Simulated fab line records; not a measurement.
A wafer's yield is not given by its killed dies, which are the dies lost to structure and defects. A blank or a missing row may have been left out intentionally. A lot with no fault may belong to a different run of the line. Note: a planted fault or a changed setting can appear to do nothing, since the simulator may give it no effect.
A struck lot beside a sound one	flow n5 finfet	16 steps out of a route of 1938
Sound: these wafers, L372.2, L372.4, L372.6. Wafers struck: L388.2, L388.3, L388.6. The cause is named last.
For every step that has rows: the tool of each side, followed by ch and its chambers, followed by its first start. Under that, the readings that differ: sound wafers	struck wafers	difference of the means	sigmas: that difference in standard deviations of wafers without a fault.
alike: same words and numbers on both sides, and readings whose means sit less than 2 such deviations apart. not compared: any withheld reading, any reading some wafer has no value for, any bound like >300 that may hide the same value, and any number with overlapping values for which the record gives no deviation.
The two part at a step that has a row with sigmas, a row that says differs or no value, or rows on one side only. Non-overlapping numbers with no deviation appear without sigmas and do not part them. Lack of a reading on every wafer of one side parts them only where that side has two or more wafers.

first, 3 steps without rows for these wafers: N5_BEOL_M3_SRD_40 (time 30 s); N5_BEOL_M3_PRECLEAN_42 (cleans in residue remover, time 60 s); N5_BEOL_M3_SRD_43 (time 30 s).
N5_BEOL_M3_CD_MEAS_35: target cd 18 nm, target cd y 21 nm.
  sound on cd sem-03 at day 8 07:45; struck on cd sem-01 at day 12 05:50
  alike: cd nm
N5_BEOL_M3_DEGAS_44: time 60 s.
  sound on pvd sputter-01 at day 8 07:48; struck on pvd sputter-02 at day 12 06:17
  alike: heater power w
then, 1 step without rows for these wafers: N5_BEOL_M3_PRE_CLEAN_45 (time 30 s).
N5_BEOL_M3_ALD_84: deposits TaN, pulse time 2 s, purge time 3 s, co reactant purge time 2 s.
  sound on ald metal-01 ch 2,3, day 8 07:54; struck on ald metal-03 ch 1,2, day 12 06:23
  alike: heater power w
then, 3 steps without rows for these wafers: N5_BEOL_M3_SURFACE_TREAT_85; N5_BEOL_M3_CVD_47 (deposits Co from CCTBA/H2, target thk 3 nm, time 223.8 s); N5_BEOL_M3_SPUTTER_48 (material Cu, target thk 4.5 nm, time 8.29 s).
N5_BEOL_M3_ANNEAL_49: time 240 s.
  sound on pvd sputter-01 at day 8 08:50; struck on pvd sputter-02 at day 12 06:58
  alike: heater power w, susceptor temp C
N5_BEOL_M3_SPUTTER_79: material Cu, target thk 4.5 nm, time 8.29 s.
  sound on pvd sputter-01 at day 8 08:58; struck on pvd sputter-02 at day 12 07:07
reading	sound	struck	difference	sigmas
chamber pressure pa (Pa)	0.06989 0.06971 0.06981	0.07007 0.07029 0.06994	+0.00030	+2
  alike: throttle valve pct
N5_BEOL_M3_ANNEAL_80: time 240 s.
  sound on pvd sputter-01 at day 8 09:03; struck on pvd sputter-02 at day 12 07:11
  no value came back on the struck wafers for heater power w (W), susceptor temp C (C); on the sound wafers heater power w (W) reads 929 858 945
N5_BEOL_M3_SPUTTER_81: material Cu, target thk 4.5 nm, time 8.29 s.
  sound on pvd sputter-01 at day 8 09:11; struck on pvd sputter-02 at day 12 07:20
  alike: chamber pressure pa, throttle valve pct
N5_BEOL_M4_RC_MEAS_101:
  sound on prober-02 ch 0, day 9 20:02; struck on prober-02 ch 0, day 13 12:53
  alike: DIBL_N, DIBL_P, IOFF_N, IOFF_P, ION_N, ION_P, SS_N, SS_P, VT_N, VT_P
N5_PASSIVATION_PROBE_49:
  sound wafers here have rows in the record (prober-02, day 14 06:58); struck ones have none

== WHERE THEY PART ==
Last at N5_PASSIVATION_PROBE_49 as far as this record goes, first at N5_BEOL_M3_SPUTTER_79.

WHY: whatever the simulator had introduced
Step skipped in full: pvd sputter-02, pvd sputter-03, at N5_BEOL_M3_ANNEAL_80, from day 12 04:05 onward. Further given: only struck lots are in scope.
